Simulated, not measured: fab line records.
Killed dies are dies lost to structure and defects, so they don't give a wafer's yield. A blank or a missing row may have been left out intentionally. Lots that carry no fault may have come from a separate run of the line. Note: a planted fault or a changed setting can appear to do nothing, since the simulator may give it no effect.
The tool behind it: which one? | flow n5_finfet | 19 wafers from 7 lots sampled at 8 of the route's 1938 steps

WHAT THE GAUGES SHOWED, per wafer
The record holds no reading of a measuring or inspecting step that can be judged against a usual standard deviation.

WHAT TOOL EACH LOT RAN ON (gives the tool, then ch and the chambers of the sampled wafers, and finally the start)
lot  | N5_GATE_CUT_STRIP_59              | N5_GATE_CUT_ETCH_37                | N5_GATE_CUT_HM_OPEN_40             | N5_GATE_CUT_STRIP_41               | N5_GATE_CUT_STRIP_42               | N5_GATE_CUT_ETCH_19                | N5_GATE_CUT_CUT_ETCH_53          | N5_PASSIVATION_PROBE_49
L259 | rie_diel-05 ch 0,1,2, day 4 21:30 | rie_diel-05 ch 0,2, day 5 01:22    | rie_diel-05 ch 0,2, day 5 01:28    | rie_diel-05 ch 0,2, day 5 01:31    | rie_diel-05 ch 0,2, day 5 01:32    | rie_diel-05 ch 0,2, day 5 01:35    | rie_metal-03 ch 0,1, day 5 01:41 | -
L260 | rie_diel-02 ch 2,3, day 5 04:05   | rie_diel-04 ch 1,2,3, day 5 08:11  | rie_diel-04 ch 1,2,3, day 5 08:16  | rie_diel-04 ch 1,2,3, day 5 08:20  | rie_diel-04 ch 1,2,3, day 5 08:21  | rie_diel-04 ch 1,2,3, day 5 08:23  | rie_metal-03 ch 0,1, day 5 08:30 | prober-01, day 13 09:20
L267 | rie_diel-02 ch 1,2, day 6 20:04   | rie_diel-05 ch 2,3, day 7 00:18    | rie_diel-05 ch 2,3, day 7 00:23    | rie_diel-05 ch 2,3, day 7 00:26    | rie_diel-05 ch 2,3, day 7 00:28    | rie_diel-05 ch 2,3, day 7 00:30    | rie_metal-02 ch 0,1, day 7 00:37 | -
L270 | rie_diel-04 ch 0,3, day 7 17:35   | rie_diel-05 ch 0,2,3, day 7 20:59  | rie_diel-05 ch 0,2,3, day 7 21:04  | rie_diel-05 ch 0,2,3, day 7 21:07  | rie_diel-05 ch 0,2,3, day 7 21:08  | rie_diel-05 ch 0,2,3, day 7 21:13  | rie_metal-01 ch 0, day 7 21:20   | prober-01, day 16 04:16
L274 | rie_diel-02 ch 0,2,3, day 8 11:20 | rie_diel-05 ch 1,2,3, day 8 14:56  | rie_diel-05 ch 1,2,3, day 8 15:01  | rie_diel-05 ch 1,2,3, day 8 15:05  | rie_diel-05 ch 1,2,3, day 8 15:07  | rie_diel-05 ch 1,2,3, day 8 15:09  | rie_metal-01 ch 0, day 8 15:15   | prober-02, day 17 01:56
L280 | rie_diel-05 ch 0,1,3, day 9 23:49 | rie_diel-05 ch 0,1,2, day 10 03:11 | rie_diel-05 ch 0,1,2, day 10 03:16 | rie_diel-05 ch 0,1,2, day 10 03:19 | rie_diel-05 ch 0,1,2, day 10 03:20 | rie_diel-05 ch 0,1,2, day 10 03:23 | rie_metal-01 ch 0, day 10 03:33  | prober-02, day 19 15:58
L281 | rie_diel-05 ch 0,2, day 10 05:22  | rie_diel-05 ch 1,2, day 10 09:46   | rie_diel-05 ch 1,2, day 10 09:51   | rie_diel-05 ch 1,2, day 10 09:55   | rie_diel-05 ch 1,2, day 10 09:56   | rie_diel-05 ch 1,2, day 10 09:58   | rie_metal-01 ch 0, day 10 10:05  | prober-02, day 18 11:23
- N5_GATE_CUT_STRIP_59: strips in N2/H2, time 20 s.
- N5_GATE_CUT_ETCH_37: etches SOC in N2/H2, target depth 60 nm, overetch 12 nm, time 90 s.
- N5_GATE_CUT_HM_OPEN_40: chemistry C4F6/O2, target SiO2, target depth 139 nm, time 85.1 s.
- N5_GATE_CUT_STRIP_41: strips in CF4.
- N5_GATE_CUT_STRIP_42: strips in O2.
- N5_GATE_CUT_ETCH_19: etches SiNx in CH3F/O2, target depth 53.7 nm, time 76.7 s.
- N5_GATE_CUT_CUT_ETCH_53: etches W in SF6/Cl2, target depth 79.2 nm.
- N5_PASSIVATION_PROBE_49

AS READ BY THE TOOLS THEMSELVES (means over the sampled wafers that have a number; for cases with no such wafer, the mark the record gives instead)
N5_GATE_CUT_STRIP_59. Usual: chamber_pressure_mTorr 100.01 mTorr, standard deviation 0.085; drypump_motor_current_A 5.6 A, standard deviation 0.47; oes_product_au 0.77 a.u., standard deviation 0.092; rf_vpp_V 45.3 V, standard deviation 0.85; showerhead_plenum_p_Torr 3.41 Torr, standard deviation 0.11; throttle_valve_pct 12.3 %, standard deviation 0.38.
lot  | tool        | chamber_pressure_mTorr (mTorr) | drypump_motor_current_A (A) | oes_product_au (a.u.) | rf_vpp_V (V) | showerhead_plenum_p_Torr (Torr) | throttle_valve_pct (%) | flag
L259 | rie_diel-05 | 100.06                         | 5.9                         | 0.71                  | 45.8         | 3.40                            | 12.4                   |
L260 | rie_diel-02 | 100.11                         | 5.6                         | 0.78                  | 45.9         | 3.43                            | 12.4                   |
L267 | rie_diel-02 | 100.02                         | 5.8                         | 0.70                  | 45.8         | 3.43                            | 12.6                   |
L270 | rie_diel-04 | 100.02                         | 5.2                         | 0.93                  | 46.1         | 3.52                            | 11.5                   |
L274 | rie_diel-02 | 100.04                         | 5.7                         | 0.77                  | 45.8         | 3.43                            | 12.4                   |
L280 | rie_diel-05 | 100.03                         | 5.8                         | 0.69                  | 45.5         | 3.40                            | 12.6                   |
L281 | rie_diel-05 | 99.96                          | 6.1                         | 0.80                  | 44.2         | 3.39                            | 12.2                   |

N5_GATE_CUT_ETCH_37. Usual: chamber_pressure_mTorr 30.003 mTorr, standard deviation 0.026; drypump_motor_current_A 5.6 A, standard deviation 0.47; oes_product_au 0.70 a.u., standard deviation 0.091; rf_vpp_V 523.9 V, standard deviation 2.5; showerhead_plenum_p_Torr 2.55 Torr, standard deviation 0.083; throttle_valve_pct 17.9 %, standard deviation 0.34.
lot  | tool        | chamber_pressure_mTorr (mTorr) | drypump_motor_current_A (A) | oes_product_au (a.u.) | rf_vpp_V (V) | showerhead_plenum_p_Torr (Torr) | throttle_valve_pct (%) | flag
L259 | rie_diel-05 | 30.008                         | 6.3                         | 0.65                  | 525.6        | 2.59                            | 18.0                   |
L260 | rie_diel-04 | 29.971                         | 5.4                         | 0.74                  | 523.5        | 2.54                            | 17.7                   |
L267 | rie_diel-05 | 29.989                         | 5.5                         | 0.74                  | 523.0        | 2.51                            | 17.9                   |
L270 | rie_diel-05 | 29.989                         | 5.8                         | 0.70                  | 523.8        | 2.55                            | 18.0                   |
L274 | rie_diel-05 | 30.016                         | 5.6                         | 0.69                  | 522.3        | 2.52                            | 18.0                   |
L280 | rie_diel-05 | 29.988                         | 5.9                         | 0.66                  | 523.5        | 2.55                            | 17.9                   |
L281 | rie_diel-05 | 30.017                         | 5.7                         | 0.67                  | 522.1        | 2.51                            | 17.8                   |

N5_GATE_CUT_HM_OPEN_40. Usual: for chamber_pressure_mTorr, 30.002 mTorr with a standard deviation of 0.027; for drypump_motor_current_A, 5.6 A with a standard deviation of 0.47; for etch_rf_on_time_s, 93.6 s with a standard deviation of 2.2; for oes_product_au, 0.70 a.u. with a standard deviation of 0.095; for rf_vpp_V, 666 V with a standard deviation of 18; for showerhead_plenum_p_Torr, 2.85 Torr with a standard deviation of 0.096; for throttle_valve_pct, 20.9 % with a standard deviation of 0.33.
lot  | tool        | chamber_pressure_mTorr (mTorr) | drypump_motor_current_A (A) | etch_rf_on_time_s (s) | oes_product_au (a.u.) | rf_vpp_V (V) | showerhead_plenum_p_Torr (Torr) | throttle_valve_pct (%) | flag
L259 | rie_diel-05 | 30.000                         | 6.3                         | 95.9                  | 0.65                  | 679          | 2.92                            | 21.2                   |
L260 | rie_diel-04 | 30.005                         | 5.4                         | 91.4                  | 0.75                  | 665          | 2.86                            | 20.9                   |
L267 | rie_diel-05 | 30.022                         | 5.5                         | 90.3                  | 0.76                  | 654          | 2.77                            | 20.8                   |
L270 | rie_diel-05 | 29.982                         | 5.8                         | 94.4                  | 0.71                  | 666          | 2.84                            | 21.0                   |
L274 | rie_diel-05 | 30.076                         | 5.6                         | 93.9                  | 0.70                  | 655          | 2.77                            | 20.8                   |
L280 | rie_diel-05 | 29.985                         | 5.9                         | 92.4                  | 0.59                  | 668          | 2.84                            | 20.9                   |
L281 | rie_diel-05 | 29.995                         | 5.7                         | 95.8                  | 0.56                  | 654          | 2.77                            | 20.6                   |

N5_GATE_CUT_STRIP_41. Usual: chamber_pressure_mTorr 50.00 mTorr, standard deviation 0.049; drypump_motor_current_A 5.6 A, standard deviation 0.47; oes_product_au 0.180 a.u., standard deviation 0.024; rf_vpp_V 271.3 V, standard deviation 1.2; showerhead_plenum_p_Torr 1.79 Torr, standard deviation 0.049; throttle_valve_pct 13.6 %, standard deviation 0.34.
lot  | tool        | chamber_pressure_mTorr (mTorr) | drypump_motor_current_A (A) | oes_product_au (a.u.) | rf_vpp_V (V) | showerhead_plenum_p_Torr (Torr) | throttle_valve_pct (%) | flag
L259 | rie_diel-05 | 49.99                          | 6.2                         | 0.168                 | 271.8        | 1.81                            | 13.7                   |
L260 | rie_diel-04 | 50.04                          | 5.4                         | 0.188                 | 270.6        | 1.78                            | 13.4                   |
L267 | rie_diel-05 | 49.97                          | 5.5                         | 0.193                 | 270.0        | 1.77                            | 13.6                   |
L270 | rie_diel-05 | 50.00                          | 5.8                         | 0.182                 | 271.0        | 1.79                            | 13.7                   |
L274 | rie_diel-05 | 50.04                          | 5.5                         | 0.178                 | 271.0        | 1.77                            | 13.7                   |
L280 | rie_diel-05 | 50.00                          | 5.9                         | 0.179                 | 271.2        | 1.78                            | 13.6                   |
L281 | rie_diel-05 | 50.00                          | 5.7                         | 0.182                 | 270.8        | 1.76                            | 13.4                   |

N5_GATE_CUT_STRIP_42. Usual: for chamber_pressure_mTorr, 30.001 mTorr with a standard deviation of 0.028; for drypump_motor_current_A, 5.6 A with a standard deviation of 0.47; for o2_flow_sccm, 225.0 sccm with a standard deviation of 0.72; for oes_product_au, 0.78 a.u. with a standard deviation of 0.1; for rf_vpp_V, 3.6 V with a standard deviation of 0.48; for showerhead_plenum_p_Torr, 2.10 Torr with a standard deviation of 0.069; for throttle_valve_pct, 16.7 % with a standard deviation of 0.35.
lot  | tool        | chamber_pressure_mTorr (mTorr) | drypump_motor_current_A (A) | o2_flow_sccm (sccm) | oes_product_au (a.u.) | rf_vpp_V (V) | showerhead_plenum_p_Torr (Torr) | throttle_valve_pct (%) | flag
L259 | rie_diel-05 | 30.010                         | 6.2                         | 225.3               | 0.71                  | 3.6          | 2.13                            | 16.8                   |
L260 | rie_diel-04 | 30.024                         | 5.4                         | 224.6               | 0.84                  | 3.2          | 2.09                            | 16.6                   |
L267 | rie_diel-05 | 30.011                         | 5.5                         | 225.2               | 0.82                  | 4.0          | 2.06                            | 16.6                   |
L270 | rie_diel-05 | 29.995                         | 5.8                         | 224.5               | 0.78                  | 3.3          | 2.10                            | 16.8                   |
L274 | rie_diel-05 | 30.016                         | 5.5                         | 224.9               | 0.77                  | 3.3          | 2.06                            | 16.7                   |
L280 | rie_diel-05 | 29.976                         | 5.9                         | 225.1               | 0.76                  | 3.6          | 2.08                            | 16.6                   |
L281 | rie_diel-05 | 29.983                         | 5.6                         | 225.1               | 0.79                  | 3.5          | 2.04                            | 16.5                   |

N5_GATE_CUT_ETCH_19. Usual: for chamber_pressure_mTorr, 30.002 mTorr with a standard deviation of 0.026; for drypump_motor_current_A, 5.6 A with a standard deviation of 0.46; for etch_rf_on_time_s, 77.2 s with a standard deviation of 1.6; for oes_product_au, 0.66 a.u. with a standard deviation of 0.089; for rf_vpp_V, 297 V with a standard deviation of 8; for showerhead_plenum_p_Torr, 2.00 Torr with a standard deviation of 0.07; for throttle_valve_pct, 16.4 % with a standard deviation of 0.31.
lot  | tool        | chamber_pressure_mTorr (mTorr) | drypump_motor_current_A (A) | etch_rf_on_time_s (s) | oes_product_au (a.u.) | rf_vpp_V (V) | showerhead_plenum_p_Torr (Torr) | throttle_valve_pct (%) | flag
L259 | rie_diel-05 | 30.016                         | 6.3                         | 77.8                  | 0.61                  | 303          | 2.05                            | 16.6                   |
L260 | rie_diel-04 | 30.006                         | 5.4                         | 75.8                  | 0.71                  | 296          | 2.01                            | 16.3                   |
L267 | rie_diel-05 | 30.014                         | 5.5                         | 76.7                  | 0.70                  | 292          | 1.95                            | 16.2                   |
L270 | rie_diel-05 | 29.996                         | 5.9                         | 76.5                  | 0.67                  | 297          | 2.00                            | 16.4                   |
L274 | rie_diel-05 | 29.968                         | 5.5                         | 77.1                  | 0.66                  | 293          | 1.94                            | 16.3                   |
L280 | rie_diel-05 | 30.006                         | 5.9                         | 115.6                 | 0.55                  | 299          | 1.99                            | 16.3                   | OFF
L281 | rie_diel-05 | 30.004                         | 5.7                         | 134.2                 | 0.52                  | 292          | 1.94                            | 16.1                   | OFF

N5_GATE_CUT_CUT_ETCH_53. Usual: chamber_pressure_mTorr 8.000 mTorr, standard deviation 0.007; drypump_motor_current_A 5.5 A, standard deviation 0.38; etch_rf_on_time_s 26.2 s, standard deviation 0.55; mfc_cl2_sccm 60.00 sccm, standard deviation 0.16; oes_product_au 0.71 a.u., standard deviation 0.13; throttle_valve_pct 28.8 %, standard deviation 0.34.
lot  | tool         | chamber_pressure_mTorr (mTorr) | drypump_motor_current_A (A) | etch_rf_on_time_s (s) | mfc_cl2_sccm (sccm) | oes_product_au (a.u.) | throttle_valve_pct (%) | flag
L259 | rie_metal-03 | 7.999                          | 5.7                         | 26.5                  | 60.03               | 0.81                  | 28.8                   |
L260 | rie_metal-03 | 7.995                          | 5.6                         | 26.1                  | 59.92               | 0.81                  | 28.8                   |
L267 | rie_metal-02 | 8.000                          | 5.8                         | 26.1                  | 60.09               | 0.79                  | 28.5                   |
L270 | rie_metal-01 | 8.001                          | 5.0                         | 26.3                  | 59.97               | 0.53                  | 29.3                   |
L274 | rie_metal-01 | 7.996                          | 5.0                         | 26.2                  | 60.04               | 0.53                  | 29.3                   |
L280 | rie_metal-01 | 8.002                          | 5.1                         | 28.9                  | 59.92               | 0.42                  | 28.9                   | OFF
L281 | rie_metal-01 | 7.989                          | 5.0                         | 30.2                  | 60.16               | 0.36                  | 28.6                   | OFF

N5_PASSIVATION_PROBE_49. Usual: killed_at_M0_to_M3 33, standard deviation 11; killed_at_M4_up 13, standard deviation 5.2; killed_at_contacts 11, standard deviation 5.7; killed_at_front_end 39, standard deviation 11; killed_at_other 4, standard deviation 3; killed_dies 101, standard deviation 20; killed_on_rim 13, standard deviation 4.1; killed_open 66, standard deviation 15; killed_short 33, standard deviation 8.4.
lot  | tool      | killed_at_M0_to_M3 | killed_at_M4_up | killed_at_contacts | killed_at_front_end | killed_at_other | killed_dies | killed_on_rim | killed_open | killed_short | flag
L260 | prober-01 | 31                 | 21              | 14                 | 42                  | 3               | 111         | 17            | 73          | 33           |
L270 | prober-01 | 49                 | 20              | 10                 | 53                  | 3               | 134         | 16            | 90          | 42           |
L274 | prober-02 | 26                 | 13              | 8                  | 41                  | 3               | 90          | 14            | 60          | 29           |
L280 | prober-02 | 24                 | 17              | 13                 | 400                 | 7               | 461         | 56            | 61          | 35           | OFF
L281 | prober-02 | 23                 | 14              | 8                  | 578                 | 4               | 626         | 83            | 57          | 18           | OFF

THE ANSWER, worked out from the rows above alone
Rule: lot off if the mean of its wafers having a number is beyond 3 standard deviations from the usual mean. Also off: a lot with no number at a reading for which 4 or more lots have one. The other lots that the step has rows for count as sound. After the gauges, taken in route order, come the tools' own readings; for these a lot's mean is taken, as printed above. The first step at which some lot is off is used, and at that step the reading that is off furthest; a lot without a number counts as furthest.
Off: L280, L281 (N5_GATE_CUT_ETCH_19, etch_rf_on_time_s).
If a tool, at that step or one of the process steps before it, ran each lot that is off and ran no sound lot following the first of them, it fits. One candidate fits, namely rie_diel-05 at N5_GATE_CUT_STRIP_59 and N5_GATE_CUT_ETCH_37 and N5_GATE_CUT_HM_OPEN_40 and N5_GATE_CUT_STRIP_41 and N5_GATE_CUT_STRIP_42 and N5_GATE_CUT_ETCH_19. At N5_GATE_CUT_STRIP_59 its last sound lot is L259 (day 4 21:30), its first lot that is off L280 (day 9 23:49): a fault that began between those two fits.
On the lots that are off, the tool's own readings at N5_GATE_CUT_STRIP_59 differ by more than 5 times the standard deviation of the sound lots' means, which bears it out; rf_vpp_V reads 44.9 V there versus 45.9 V on the sound lots.

WHAT WAS PUT IN BY THE SIMULATOR
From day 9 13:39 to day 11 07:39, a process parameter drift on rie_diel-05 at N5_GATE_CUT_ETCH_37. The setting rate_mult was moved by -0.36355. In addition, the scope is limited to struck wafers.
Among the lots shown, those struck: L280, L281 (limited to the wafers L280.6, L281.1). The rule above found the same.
